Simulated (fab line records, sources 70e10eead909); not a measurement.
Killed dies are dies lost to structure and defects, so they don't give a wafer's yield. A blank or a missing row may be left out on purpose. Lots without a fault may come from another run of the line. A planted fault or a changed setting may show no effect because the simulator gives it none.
Chamber matching | flow nand_harc | NHARC_A_CHANNEL_FILL_D1_ALD_16 on ald_hk-04: 4 sister chambers
The step deposits SiO2, target thk 1.5 nm, pulse time 10 s, ald cycles 15. 8 wafers are shown with their chamber, then 12 later ones without.

WAFERS WITH THEIR CHAMBER
wafer  | chamber | heater_power_w (W) | precursor_pulse_height_rel
L081.2 | 3       | 478                | 1.031
L085.3 | 2       | 459                | 0.988
L085.4 | 1       | 456                | 1.007
L089.3 | 1       | 461                | 1.001
L089.6 | 0       | 449                | 0.993
L091.1 | 0       | 442                | 1.005
L091.2 | 2       | 464                | 1.007
L091.5 | 3       | 480                | 0.988

WAFERS WITHOUT THEIR CHAMBER
wafer  | heater_power_w (W) | precursor_pulse_height_rel
L096.1 | 485                | 0.995
L096.3 | 463                | 1.022
L096.5 | 444                | 1.003
L095.2 | 475                | 0.985
L095.5 | 464                | 0.983
L095.6 | 496                | 1.010
L094.3 | 460                | 0.965
L094.4 | 468                | 1.038
L094.5 | 440                | 1.036
L097.1 | 465                | 1.009
L097.2 | 485                | 0.963
L097.5 | 466                | 0.999

WHICH CHAMBER EACH WENT THROUGH
wafer  | from the rows above          | in truth
L096.1 | 3                            | 3
L096.3 | can't be placed: 2 or 1      | 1
L096.5 | 0                            | 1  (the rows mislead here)
L095.2 | 3                            | 3
L095.5 | can't be placed: 2 or 1      | 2
L095.6 | 3                            | 3
L094.3 | can't be placed: 2 or 1      | 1
L094.4 | can't be placed: 2 or 1 or 3 | 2
L094.5 | 0                            | 0
L097.1 | can't be placed: 2 or 1      | 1
L097.2 | 3                            | 3
L097.5 | can't be placed: 2 or 1      | 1
Placed correctly: 5 of 12. Can't be placed from these rows: 6 (the true chamber is among the candidates in 6). Placed wrongly: 1.
How it was worked out, from the rows above alone: a wafer's distance from a chamber is the root of the sum, over the readings, of the square of ((its reading less the chamber's mean) divided by the reading's scatter). The wafer belongs to the nearest chamber; if the next one is less than 2 further off, it can't be placed. A chamber's mean is the mean of its shown wafers. The scatter: the root of (the sum of the squares of (reading less its chamber's mean) over the shown wafers, divided by (wafers less chambers)).
